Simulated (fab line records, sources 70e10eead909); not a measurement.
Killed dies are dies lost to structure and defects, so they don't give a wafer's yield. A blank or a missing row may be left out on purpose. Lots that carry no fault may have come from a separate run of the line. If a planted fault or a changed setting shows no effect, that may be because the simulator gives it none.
Chamber matching | flow nand_harc | NHARC_A_STAIRCASE_TRIM_20 on rie_diel-09 has 4 sister chambers
The step chemistry O2, time 211.2 s. 4 wafers are shown with their chamber, then 8 later ones without.

## WAFERS WITH THEIR CHAMBER
wafer  | chamber | showerhead_plenum_p_Torr (Torr)
L086.5 | 1       | 3.43
L090.2 | 2       | 3.52
L090.5 | 3       | 3.74
L091.2 | 0       | 3.63

## WAFERS MISSING THEIR CHAMBER
wafer  | showerhead_plenum_p_Torr (Torr)
L091.4 | 3.52
L091.5 | 3.52
L092.1 | 3.42
L092.2 | 3.63
L092.3 | 3.52
L097.4 | 3.51
L097.5 | 3.72
L097.6 | 3.51

## WHICH CHAMBER EACH ONE RAN IN
wafer  | from the rows above | in truth
L091.4 | 2                   | 2
L091.5 | 2                   | 2
L092.1 | 1                   | 1
L092.2 | 0                   | 0
L092.3 | 2                   | 2
L097.4 | 2                   | 2
L097.5 | 3                   | 3
L097.6 | 2                   | 2
Correct placement for 8 of the 8. Can't be placed from these rows: 0. Wrongly placed: 0.
How it was worked out, from the rows above alone: a wafer's distance from a chamber is the root of the sum, over the readings, of the square of ((its reading less the chamber's mean) divided by the reading's scatter). The wafer belongs to the nearest chamber; if the next one is less than 2 further off, it can't be placed. The mean given for a chamber averages the wafers shown for that chamber. The scatter: with one shown wafer a chamber, the root of the mean of the squares of how far each hidden wafer lies from its nearest shown one.
